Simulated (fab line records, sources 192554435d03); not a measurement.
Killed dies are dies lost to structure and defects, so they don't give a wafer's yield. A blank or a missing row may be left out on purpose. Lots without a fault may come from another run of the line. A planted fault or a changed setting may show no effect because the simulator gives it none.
A struck lot beside a sound one | flow n5_finfet | 38 steps out of a route of 1938
Sound: wafers L323.3, L323.4, L323.6. Struck: wafer L327.3. (L327.4, L327.6 of the same lot were not struck and are left out.) The cause comes at the end.
At each step with rows: each side's tool, then ch and its chambers, then its first start. Under that, the readings that differ: sound wafers | struck wafers | difference of the means | sigmas: that difference in standard deviations of wafers without a fault.
alike: readings whose means differ by less than 2 such deviations, and words and numbers that are the same on both sides. not compared: withheld readings, readings that some wafer has no value for, bounds like >300 that may hide the same value, and numbers for which the record gives no deviation and whose values overlap.
The two part at a step that has a row with sigmas, a row that says differs or no value, or rows on one side only. Numbers that don't overlap but have no deviation are shown without sigmas and don't part them. A reading that every wafer of one side lacks parts them only if that side has two wafers or more.

first, 11 steps without rows for these wafers: N5_FIN_SAQP_DESCUM_21 (chemistry O2, time 7.9 s); N5_FIN_SAQP_ETCH_51 (etches SiARC in CF4, target depth 45.5 nm, time 75.8 s); N5_FIN_SAQP_ETCH_52 (etches SOC in N2/H2, target depth 100 nm, overetch 20 nm, time 150 s); N5_FIN_SAQP_STRIP_53 (strips in N2/H2); N5_FIN_SAQP_HM_OPEN_73 (chemistry CHF3/O2, target SiO2, stops on a-Si, target depth 12 nm, time 16.8 s); N5_FIN_SAQP_STRIP_74 (strips in CHF3/O2); N5_FIN_SAQP_MANDREL_ETCH_22 (etches a-Si in HBr/Cl2, stops on SiNx, target depth 60 nm, bt time 10 s, time 30 s); N5_FIN_SAQP_STRIP_55 (strips in N2/H2); N5_FIN_SAQP_STRIP_23 (strips in SPM, time 750 s); N5_FIN_SAQP_SRD_66 (time 30 s); N5_FIN_SAQP_RECESS_75 (chemistry HF/NH3, target SiO2, target depth 14.4 nm, afs cycles 3, sublimation time 60 s).
N5_FIN_SAQP_SPACER1_ALD_24: deposits SiO2, target thk 20.3 nm, pulse time 1 s, purge time 2 s.
  sound on ald_sin-02 ch 0,3, day 3 18:17; struck on ald_sin-02 ch 0, day 4 18:56
  reading                                           | sound          | struck | difference | sigmas
  ald_cycles                                        | 218 218 218    | 169    | -49        |
  model.SiO2_of_FIN_SAQP_SPACER1_ALD_24.thk_nm (nm) | 20.2 20.4 20.4 | 15.6   | -4.7       |
  alike: heater_power_w, precursor_pulse_height_rel
then, 1 step without rows for these wafers: N5_FIN_SAQP_SPACER1_ETCHBACK_25 (etches SiO2 in CHF3/O2, target depth 24.4 nm, time 12.2 s).
N5_FIN_SAQP_MANDREL1_REMOVE_56: chemistry HBr/Cl2/O2, target a-Si, stops on SiNx, bt time 10 s.
  sound on rie_si-01 ch 2,3, day 3 19:14; struck on rie_si-04 ch 1, day 4 19:44
  reading                   | sound          | struck | difference | sigmas
  model.FIN_SAQP.cd_nm (nm) | 20.2 20.4 20.4 | 15.8   | -4.5       |
  alike: drypump_motor_current_A, oes_product_au, throttle_valve_pct
  not compared: rf_hours_counter_h
N5_FIN_SAQP_CD_MEAS_27: target cd 20 nm.
  sound on cd_sem-01 ch 0, day 3 19:22; struck on cd_sem-02 ch 0, day 4 19:52
  reading    | sound             | struck | difference | sigmas
  cd_nm (nm) | 20.67 20.31 20.36 | 15.98  | -4.47      | -18
then, 21 steps without rows for these wafers: N5_FIN_SAQP_ETCH_57 (etches SiNx in CH3F/O2, target depth 32.5 nm, time 46.4 s); N5_FIN_SAQP_ETCH_65 (etches SiO2 in CF4, target depth 4 nm, time 4.4 s); N5_FIN_SAQP_MANDREL_ETCH_58 (etches a-Si in HBr/Cl2, stops on SiNx, target depth 45 nm, bt time 10 s, time 27 s); N5_FIN_SAQP_RECESS_63 (chemistry HF/NH3, target SiO2, target depth 18 nm, afs cycles 3, sublimation time 60 s); N5_FIN_SAQP_COAT_68 (time 60 s, resist thk 100 nm); N5_FIN_SAQP_ETCH_69 (etches SOC in N2/H2, stops on SiNx, target depth 150 nm); N5_FIN_SAQP_ETCH_67 (etches SiNx in CH3F/O2, target depth 30 nm); N5_FIN_SAQP_STRIP_70 (strips in N2/H2); N5_FIN_SAQP_RECESS_71 (chemistry HF/NH3, target SiO2, target depth 3 nm, afs cycles 1, sublimation time 60 s); N5_FIN_SAQP_SPACER2_ALD_28 (deposits SiO2, target thk 8.1 nm, pulse time 1 s, purge time 2 s); N5_FIN_SAQP_SPACER2_ETCHBACK_29 (etches SiO2 in CHF3/O2, target depth 12.2 nm, time 6.1 s); N5_FIN_SAQP_MANDREL2_REMOVE_60 (chemistry HBr/Cl2/O2, target a-Si, stops on SiNx, bt time 10 s); N5_FIN_SAQP_HM_OPEN_33 (chemistry CH3F/O2, target SiNx, target depth 49.4 nm, time 70.6 s); N5_FIN_SAQP_ETCH_34 (etches SiO2 in C4F6/O2, target depth 45 nm, time 15 s); N5_FIN_SAQP_STRIP_77 (strips in N2/H2, time 90 s); N5_FIN_SAQP_ETCH_64 (etches SiO2 in CF4, target depth 1.5 nm); N5_FIN_SAQP_FIN_ETCH_36 (etches the open film in HBr/Cl2/O2, target depth 120 nm, time 50.4 s); N5_FIN_SAQP_PRECLEAN_38 (cleans in O3/DIW, time 45 s); N5_FIN_SAQP_PRECLEAN_45 (cleans in dHF, time 10 s); N5_FIN_SAQP_SRD_39 (time 30 s); N5_FIN_CUT_COAT_18 (time 60 s, resist thk 230 nm).
N5_BEOL_M4_RC_MEAS_101:
  the record has rows for the sound wafers here (prober-02 ch 0, day 9 20:59) and none for the struck ones
-- the record jumps here: 11 days lie between the struck wafers' starts before and after (it left off in module BEOL_M4 and takes up again in module PASSIVATION, whose first step shown is number 1936 of the route) --
N5_PASSIVATION_PROBE_49:
  sound on prober-02, day 13 22:23; struck on prober-02, day 15 13:16
  reading                  | sound          | struck | difference | sigmas
  defect_limited_yield (%) | 90.3 90.2 90.4 | 0.1    | -90.2      | -60
  killed_at_contacts       | 7 14 13        | 32     | +21        | +4
  killed_at_front_end      | 66 55 54       | 1084   | +1026      | +93
  killed_dies              | 115 116 113    | 1179   | +1064      | +59
  killed_on_rim            | 13 12 16       | 152    | +138       | +36
  sort_bin_5_function (%)  | 5.5 5.0 5.8    | 95.9   | +90.5      | +98
  sort_n_pass              | 1065 1064 1067 | 1      | -1064      | -59
  sort_yield_pct (%)       | 90.3 90.2 90.4 | 0.1    | -90.2      | -60
  alike: killed_at_M0_to_M3, killed_at_M4_up, killed_at_other, killed_open, killed_short, sort_bin_6_memory

WHERE THEY PART
First at N5_FIN_SAQP_CD_MEAS_27; last, within this record, at N5_PASSIVATION_PROBE_49.

WHY: what the simulator had put in
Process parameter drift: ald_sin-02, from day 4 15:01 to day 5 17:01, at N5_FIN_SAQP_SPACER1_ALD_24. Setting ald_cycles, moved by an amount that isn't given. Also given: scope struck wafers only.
